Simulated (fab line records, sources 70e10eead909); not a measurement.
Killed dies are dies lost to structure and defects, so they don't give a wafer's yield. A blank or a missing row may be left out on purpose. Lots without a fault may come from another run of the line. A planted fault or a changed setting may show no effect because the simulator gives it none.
fab line records | flow nand_harc
record lots=12 wafers=36 last_day=25
route steps=1159 shown P_M0@269 P_M1@285 END@1159
lots that met no fault: from a run of the same line without faults
start_h: hours from the record's first day to the start of the lot's first wafer shown | wait_h: hours since the lot's step before | " the same as in the row above | L1.1+2: a row that stands for several wafers | - no value, or no start given | * or withheld: withheld | < > ~ a bound
route shown NAME@n: a module of which the file shows steps, and the number in the route of the first | usual: mean/standard deviation of fault-free wafers | same: alike in all rows | chamber/n: place in a boat | sites: the reading at each site | _std_site: their standard deviation | _edge_site: outer sites' mean less inner sites' | radius_mm: how far each site lies from the wafer's centre | mask NAME#n: copy n | behind: the tool/chamber that last shaped the wafer | hold: why the lot was held/for how many hours/how that ended | device: the transistor (n, p or np) that didn't switch | end of line: the same wafers' tests at the end of the route | a step without rows: its recipe alone | killed: dies lost to structure and defects at the first sort, not the wafer's yield | map: a wafer's dies, x killed, . not, _ none there
set.NAME: the setting as run; set.NAME@STEP: as run at that earlier step | model.NAME: the simulator's own value behind a step, which no gauge read
steps of the route over a sample of lots; a table a step, a row a wafer
services: from which hour (start_h, from the record's first day; less than 0 if before it) a tool's chamber was out of use, for how many hours, and why
## steps
# step NHARC_P_M0_CD_MEAS_16
# usual cd_nm=90.3/0.83
# columns lot.wafer tool chamber start_h wait_h cd_nm
L137.2 cd_sem-03 - 119.18 - 90.1
L137.3 " - " " 88.8
L137.6 " - " " 89.0
L139.1 cd_sem-01 - 131.20 - 90.1
L139.5 " - " " 90.0
L139.6 " - " " 90.1
L142.2 cd_sem-02 - 152.72 - 90.3
L142.4 " - " " 90.5
L142.6 " - " " 90.8
L143.1 cd_sem-01 - 155.85 - 89.3
L143.3 " - " " 88.8
L143.4 " - " " 88.5
L144.1 cd_sem-01 - 164.76 - 89.8
L144.2 " - " " 89.9
L144.4 " - " " 91.4
L145.1 cd_sem-01 - 168.94 - 92.0
L145.3 " - " " 90.9
L145.6 " - " " 91.4
L146.3 cd_sem-02 - 186.50 - 89.9
L146.5 " - " " 89.6
L146.6 " - " " 90.8
L149.1 cd_sem-03 - 189.91 - 89.7
L149.2 " - " " 91.5
L149.6 " - " " 89.9
L150.1 cd_sem-01 - 198.41 - 90.4
L150.3 " - " " 89.7
L150.5 " - " " 90.8
L151.1 cd_sem-01 - 205.19 - 89.9
L151.2 " - " " 89.5
L151.5 " - " " 89.6
L152.1 cd_sem-03 - 217.65 - 92.2
L152.2 " - " " 89.6
L152.4 " - " " 89.4
L159.1 cd_sem-03 - 259.75 - 91.5
L159.3 " - " " 90.6
L159.6 " - " " 91.4
# step NHARC_P_M0_STRIP_18
# recipe power_w=1000 n2_flow_sccm=150 h2_flow_sccm=150 ar_flow_sccm=0 bias_w=0 chemistry=N2/H2
# usual drypump_motor_current_A=5.9/0.45 oes_product_au=0.995/0.012 rf_vpp_V=90.8/1.1 showerhead_plenum_p_Torr=2.07/0.11 throttle_valve_pct=14.171/0.0094
# same bias_w=0
# columns lot.wafer tool chamber start_h wait_h drypump_motor_current_A oes_product_au rf_hours_counter_h rf_vpp_V showerhead_plenum_p_Torr throttle_valve_pct
L137.3 rie_diel-09 1 119.25 0.1 6.1 0.998 1 92.1 2.18 14.172
L137.2 " 2 " " 5.3 1.003 1 89.0 1.93 14.169
L137.6 " 2 " " 5.3 1.003 - 91.3 1.93 14.162
L139.1 rie_diel-09 2 131.33 0.1 5.3 1.005 1 90.3 1.93 14.163
L139.6 " 0 " " 6.2 0.999 - 92.3 2.16 14.182
L139.5 " 1 " " 6.1 0.993 - 89.2 2.18 14.181
L142.2 rie_diel-10 2 152.81 0.1 6.6 0.986 8 92.0 2.17 14.186
L142.4 " 0 " " 6.3 0.994 8 91.2 2.18 14.170
L142.6 " 3 " " 5.8 0.974 - 89.8 1.96 14.166
L143.1 rie_diel-10 3 155.93 0.1 5.8 0.974 8 90.8 1.96 14.184
L143.4 " 1 " " 5.2 0.972 8 90.9 1.94 14.168
L143.3 " 2 " " 6.6 0.994 8 90.7 2.17 14.180
L144.2 rie_diel-10 0 164.83 0.1 6.3 1.006 9 92.4 2.18 14.178
L144.1 " 1 " " 5.2 0.976 9 91.6 1.93 14.173
L144.4 " 2 " " 6.6 0.989 9 91.6 2.17 14.172
L145.3 rie_diel-10 1 169.04 0.1 5.2 0.983 10 91.3 1.93 14.161
L145.1 " 3 " " 5.8 0.980 10 91.1 1.96 14.187
L145.6 " 0 " " 6.3 1.007 - 91.0 2.18 14.164
L146.3 rie_diel-10 0 186.59 0.1 6.3 1.005 0 92.9 2.18 14.166
L146.6 " 3 " " 5.8 1.000 - 89.0 1.96 14.167
L146.5 " 0 " " 6.3 1.008 - 92.0 2.18 14.161
L149.2 rie_diel-10 1 189.98 0.1 5.3 0.969 0 89.3 1.93 14.176
L149.1 " 2 " " 6.7 0.978 0 91.4 2.16 14.176
L149.6 " 1 " " 5.2 0.970 - 90.9 1.93 14.166
L150.3 rie_diel-10 2 198.49 0.1 6.6 0.997 0 91.4 2.16 14.178
L150.1 " 3 " " 5.8 1.006 0 90.4 1.96 14.162
L150.5 " 3 " " 5.8 1.008 - 89.6 1.96 14.160
L151.2 rie_diel-10 0 205.32 0.1 6.3 1.006 0 92.0 2.18 14.175
L151.1 " 1 " " 5.2 0.976 0 90.2 1.93 14.177
L151.5 " 2 " " 6.6 0.986 - 91.9 2.16 14.190
L152.1 rie_diel-09 0 217.72 0.1 6.2 1.002 8 91.0 2.16 14.156
L152.2 " 1 " " 6.1 1.009 9 91.2 2.18 14.158
L152.4 " 2 " " 5.3 0.995 8 90.3 1.93 14.178
L159.1 rie_diel-02 2 259.82 0.1 5.5 0.982 8 90.9 2.17 14.174
L159.3 " 1 " " 5.9 1.008 8 88.0 1.89 14.173
L159.6 " 0 " " 5.7 1.004 - 91.3 2.14 14.181
# step NHARC_P_M0_ANNEAL_30
# recipe temp_c=225 time_s=90
# usual wafer_temp_C_max=225.80/0.29
# columns lot.wafer tool chamber start_h wait_h wafer_temp_C_max
L137.2 rtp_anneal-02 0 120.58 - 225.24
L137.3 " 0 " " 225.65
L137.6 " 0 " " 225.25
L139.1 rtp_anneal-02 0 132.56 0.3 225.39
L139.5 " 0 " " 225.43
L139.6 " 0 " " 225.75
L142.2 rtp_anneal-02 0 154.17 0.3 225.74
L142.4 " 0 " " 225.42
L142.6 " 0 " " 225.47
L143.1 rtp_anneal-02 0 157.43 0.5 225.52
L143.3 " 0 " " 225.91
L143.4 " 0 " " 225.74
L144.1 rtp_anneal-01 0 166.12 0.3 225.61
L144.2 " 0 " " 225.89
L144.4 " 0 " " 226.15
L145.1 rtp_anneal-02 0 170.35 - 226.34
L145.3 " 0 " " 225.79
L145.6 " 0 " " 225.51
L146.3 rtp_anneal-02 0 187.98 0.3 225.74
L146.5 " 0 " " 225.98
L146.6 " 0 " " 226.21
L149.1 rtp_anneal-01 0 191.28 - 225.95
L149.2 " 0 " " 226.03
L149.6 " 0 " " 226.10
L150.1 rtp_anneal-01 0 200.15 - 225.86
L150.3 " 0 " " 226.16
L150.5 " 0 " " 226.23
L151.1 rtp_anneal-02 0 206.77 - 225.76
L151.2 " 0 " " 226.11
L151.5 " 0 " " 226.10
L152.1 rtp_anneal-02 0 219.07 0.3 225.45
L152.2 " 0 " " 225.69
L152.4 " 0 " " 225.21
L159.1 rtp_anneal-02 0 261.16 0.3 225.74
L159.3 " 0 " " 225.54
L159.6 " 0 " " 225.94
# step NHARC_P_M1_DEP_00
# recipe target_thk_a=1825 target_thk_nm=182.5 temp_c=withheld pressure_torr=5 flow_sccm=200 rf_w=600 material=SiOC
# usual chamber_pressure_Torr=5.001/0.012 rf_fwd_power_W=598.6/2
# columns lot.wafer tool chamber start_h wait_h chamber_pressure_Torr rf_fwd_power_W
L137.3 pecvd-02 0 122.70 - 4.990 599.3
L137.2 " 1 " " 5.030 596.4
L137.6 " 1 " " 5.032 596.2
L139.1 pecvd-03 1 133.96 - 5.004 597.7
L139.6 " 1 " " 4.994 597.5
L139.5 " 2 " " 4.998 597.6
L142.2 pecvd-04 2 155.64 0.4 4.986 599.6
L142.4 " 0 " " 4.986 597.6
L142.6 " 0 " " 5.006 599.8
L143.3 pecvd-03 1 159.03 0.3 5.008 599.6
L143.1 " 2 " " 4.989 597.5
L143.4 " 2 " " 5.010 599.1
L144.2 pecvd-02 1 167.79 0.6 5.018 596.7
L144.1 " 2 " " 4.990 597.4
L144.4 " 1 " " 5.002 596.2
L145.3 pecvd-03 2 171.78 - 4.997 601.4
L145.1 " 0 " " 5.010 597.4
L145.6 " 0 " " 4.994 595.5
L146.3 pecvd-03 2 189.35 - 5.003 595.1
L146.6 " 0 " " 5.006 599.9
L146.5 " 1 " " 5.000 601.5
L149.2 pecvd-04 0 192.70 - 5.013 596.9
L149.1 " 1 " " 5.006 602.3
L149.6 " 1 " " 5.002 600.5
L150.3 pecvd-02 0 201.54 - - -
L150.1 " 1 " " - -
L150.5 " 0 " " - -
L151.2 pecvd-02 2 208.48 - - -
L151.1 " 0 " " - -
L151.5 " 2 " " - -
L152.1 pecvd-03 0 220.51 - - -
L152.2 " 1 " " - -
L152.4 " 0 " " - -
L159.1 pecvd-04 2 262.58 - 5.020 600.5
L159.3 " 0 " " 4.982 595.0
L159.6 " 0 " " 4.989 596.9
# step NHARC_END_SORT_01
# recipe temp_c=25
# usual defect_limited_yield=95.6/1.6 killed_at_array=26/11 killed_at_other=0.4/0.78 killed_at_periphery=3.4/2.4 killed_dies=29/11 killed_open=3.1/1.9 killed_short=1.9/1.4 sort_bin_2_pct=1.3/0.63 sort_bin_3_pct=0.20/0.18 sort_bin_4_pct=2.8/1.1 sort_n_pass=648/11 sort_rim_yield_pct=95/3.4 sort_yield_pct=95.6/1.6
# same gross_dies=677 sort_bin_5_pct[%]=0 sort_bin_6_pct[%]=0 sort_bin_7_pct[%]=0 sort_bin_8_pct[%]=0 sort_rim_n_gross=106.00
# columns lot.wafer tool chamber start_h wait_h defect_limited_yield[%] killed_at_array killed_at_other killed_at_periphery killed_dies killed_open killed_short sort_bin_2_pct[%] sort_bin_3_pct[%] sort_bin_4_pct[%] sort_n_pass sort_rim_yield_pct[%] sort_yield_pct[%]
L142.2 prober-02 0 545.40 2.8 97.8 12 1 2 15 1 0 0.4 0.15 1.6 662 96 97.8
L142.4 prober-02 0 547.01 3.4 96.6 21 0 2 23 3 2 1.0 0 2.4 654 96 96.6
L142.6 prober-02 0 548.63 4.0 97.8 14 0 1 15 1 1 0.7 0.15 1.3 662 97 97.8
L149.6 prober-01 0 563.95 4.0 94.2 36 2 1 39 1 1 1.5 0.30 4.0 638 100 94.2
L151.1 prober-01 0 567.79 2.5 0 26 0 651 677 1 3 97.3 0.15 2.5 0 0 0
L151.2 prober-01 0 568.58 2.8 0 30 0 647 677 3 1 96.5 0 3.5 0 0 0
L151.5 prober-01 0 570.94 3.7 0 24 0 653 677 2 5 97.0 0 3.0 0 0 0
L150.1 prober-01 0 575.54 2.5 0 37 1 639 677 5 1 96.6 0.30 3.1 0 0 0
L150.3 prober-01 0 577.16 3.1 0 28 0 649 677 2 2 96.9 0.15 3.0 0 0 0
L150.5 prober-01 0 578.78 3.7 0 40 1 636 677 2 3 95.6 0.15 4.3 0 0 0
L152.1 prober-02 0 575.85 2.5 0 20 0 657 677 2 2 96.6 0.30 3.1 0 0 0
L152.2 prober-02 0 576.64 2.8 0 40 0 637 677 4 5 94.8 0.44 4.7 0 0 0
L152.4 prober-02 0 578.21 3.4 0 40 0 637 677 2 1 96.2 0.44 3.4 0 0 0
# killed by level:class
L142.2 A_STAIRCASE:chamber_film_flake=7 A_CONTACT:chamber_film_flake=3 P_STI:chamber_film_flake=2 A_CONTACT:geometric_particle:open=1 A_CHANNEL_HOLE_D1:chamber_film_flake=1 THIN_TSV:chamber_film_flake=1
L142.4 A_STAIRCASE:chamber_film_flake=7 A_CHANNEL_HOLE_D1:chamber_film_flake=4 A_CONTACT:chamber_film_flake=3 P_STI:chamber_film_flake=2 A_ONON_D1:geometric_particle:open=1 A_CHANNEL_FILL_D1:geometric_particle:open=1 A_SGD_CUT:geometric_particle:short=1 A_CONTACT:geometric_particle:short=1
L142.6 A_STAIRCASE:chamber_film_flake=5 A_CHANNEL_HOLE_D1:chamber_film_flake=4 A_CONTACT:chamber_film_flake=3 A_CHANNEL_FILL_D1:geometric_particle:short=1 A_CONTACT:geometric_particle:open=1 P_ZERO_WELL:chamber_film_flake=1
L149.6 A_SLIT:chamber_film_flake=15 A_CHANNEL_HOLE_D1:chamber_film_flake=14 A_CONTACT:chamber_film_flake=5 HYBRID_BOND:chamber_film_flake=2 A_SGD_CUT:geometric_particle:open=1 A_WL_FILL:geometric_particle:short=1 P_ZERO_WELL:chamber_film_flake=1
L151.1 P_M1:area_dep=648 A_CHANNEL_HOLE_D1:chamber_film_flake=8 A_SLIT:chamber_film_flake=6 A_CONTACT:chamber_film_flake=4 A_ZERO_WELL:chamber_film_flake=2 A_WL_FILL:chamber_film_flake=2 P_M0:geometric_particle:open=1 P_M0:geometric_particle:short=1
L151.2 P_M1:area_dep=645 A_SLIT:chamber_film_flake=18 A_CHANNEL_HOLE_D1:chamber_film_flake=3 A_ZERO_WELL:chamber_film_flake=2 A_CHANNEL_FILL_D1:geometric_particle:open=1 A_WL_FILL:geometric_particle:short=1 A_CONTACT:geometric_particle:open=1 A_M1:geometric_particle:open=1
L151.5 P_M1:area_dep=649 A_SLIT:chamber_film_flake=8 A_CHANNEL_HOLE_D1:chamber_film_flake=5 A_CHANNEL_FILL_D1:geometric_particle:short=2 A_STAIRCASE:chamber_film_flake=2 A_CONTACT:chamber_film_flake=2 P_GATE:geometric_particle:open=1 P_M1:geometric_particle:short=1
L150.1 P_M1:area_dep=636 A_CHANNEL_HOLE_D1:chamber_film_flake=23 A_SLIT:chamber_film_flake=5 A_SGD_CUT:geometric_particle:open=2 A_CHANNEL_FILL_D1:chamber_film_flake=2 P_GATE:geometric_particle:open=1 A_ONON_D1:geometric_particle:open=1 A_CHANNEL_FILL_D1:geometric_particle:short=1
L152.1 P_M1:area_dep=650 A_CONTACT:chamber_film_flake=9 A_SLIT:chamber_film_flake=4 P_GATE:chamber_film_flake=3 P_M2:chamber_film_flake=3 A_CHANNEL_FILL_D1:geometric_particle:short=2 A_CHANNEL_HOLE_D1:chamber_film_flake=2 P_GATE:geometric_particle:open=1
L152.2 P_M1:area_dep=630 A_SLIT:chamber_film_flake=18 A_CONTACT:chamber_film_flake=11 P_M2:chamber_film_flake=3 P_ZERO_WELL:chamber_film_flake=2 A_CHANNEL_HOLE_D1:chamber_film_flake=2 A_BLC:chamber_film_flake=2 P_GATE:geometric_particle:open=1
L150.3 P_M1:area_dep=647 A_SLIT:chamber_film_flake=13 A_CHANNEL_HOLE_D1:chamber_film_flake=8 A_STAIRCASE:chamber_film_flake=3 P_GATE:geometric_particle:open=1 P_M1:geometric_particle:short=1 A_WL_FILL:geometric_particle:short=1 A_M1:geometric_particle:open=1
L152.4 P_M1:area_dep=633 A_SLIT:chamber_film_flake=20 A_CONTACT:chamber_film_flake=9 A_CHANNEL_HOLE_D1:chamber_film_flake=6 A_BLC:chamber_film_flake=3 P_CONTACT:geometric_particle:open=1 A_ONON_D1:geometric_particle:short=1 A_M0:geometric_particle:open=1
L150.5 P_M1:area_dep=634 A_CHANNEL_HOLE_D1:chamber_film_flake=20 A_SLIT:chamber_film_flake=14 A_CHANNEL_FILL_D1:chamber_film_flake=2 P_CONTACT:geometric_particle:short=1 A_ONON_D1:geometric_particle:short=1 A_SGD_CUT:geometric_particle:open=1 A_BLC:geometric_particle:open=1
## services
# columns tool chamber start_h hours kind
rie_diel-02 3 100.88 1.5 repair
rie_diel-10 0 106.50 - clean
rie_diel-10 1 106.50 - clean
rie_diel-10 2 106.50 - clean
rie_diel-02 - 109.02 3.3 repair
pecvd-03 - 111.09 13.0 pm
pecvd-04 1 115.35 6.2 repair
rie_diel-02 1 129.41 9.7 repair
pecvd-04 1 130.74 51.2 repair
rie_diel-09 2 134.99 1.8 repair
rie_diel-02 2 136.05 7.4 repair
rie_diel-09 2 141.75 3.5 repair
rie_diel-02 - 150.70 9.0 pm
pecvd-02 0 151.00 23.6 repair
pecvd-02 - 153.28 13.0 pm
rtp_anneal-02 - 162.90 3.9 repair
rie_diel-10 - 176.79 9.0 pm
pecvd-04 2 182.93 9.7 repair
pecvd-04 - 195.00 13.0 pm
rie_diel-09 0 223.21 18.5 repair
rie_diel-09 3 235.93 7.3 repair
rie_diel-09 0 246.76 27.9 repair
rie_diel-09 - 254.10 9.0 pm
rie_diel-02 3 256.32 3.9 repair
## key
first_sign step=NHARC_P_M1_DEP_00 reading=tool_record direction=missing
effect step=NHARC_END_SORT_01 reading=killed_at_periphery direction=up sigmas=99+ usual=3.4 struck=645.1
more_kills_born_at NHARC_P_M1_DEP_00@pecvd-02=3859 NHARC_P_M1_DEP_00@pecvd-03=1913
met_at NHARC_P_M1_DEP_00
struck_lots L150,L151,L152
later_rows_left_out L150.1,L150.3,L150.5,L151.1,L151.2,L151.5,L152.1,L152.2,L152.4
not_acting_at NHARC_P_M0_CD_MEAS_16,NHARC_P_M0_STRIP_18,NHARC_P_M0_ANNEAL_30
onset_between 189.35 201.54
fault kind=skipped_step_whole tool=pecvd-02,pecvd-03 chamber=- onset_h=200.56 steps=NHARC_P_M1_DEP_00 scope=struck_lots_only
# later_rows_left_out: the simulator's readings of these wafers behind a module that went badly wrong aren't trusted and aren't shown, but for the sort
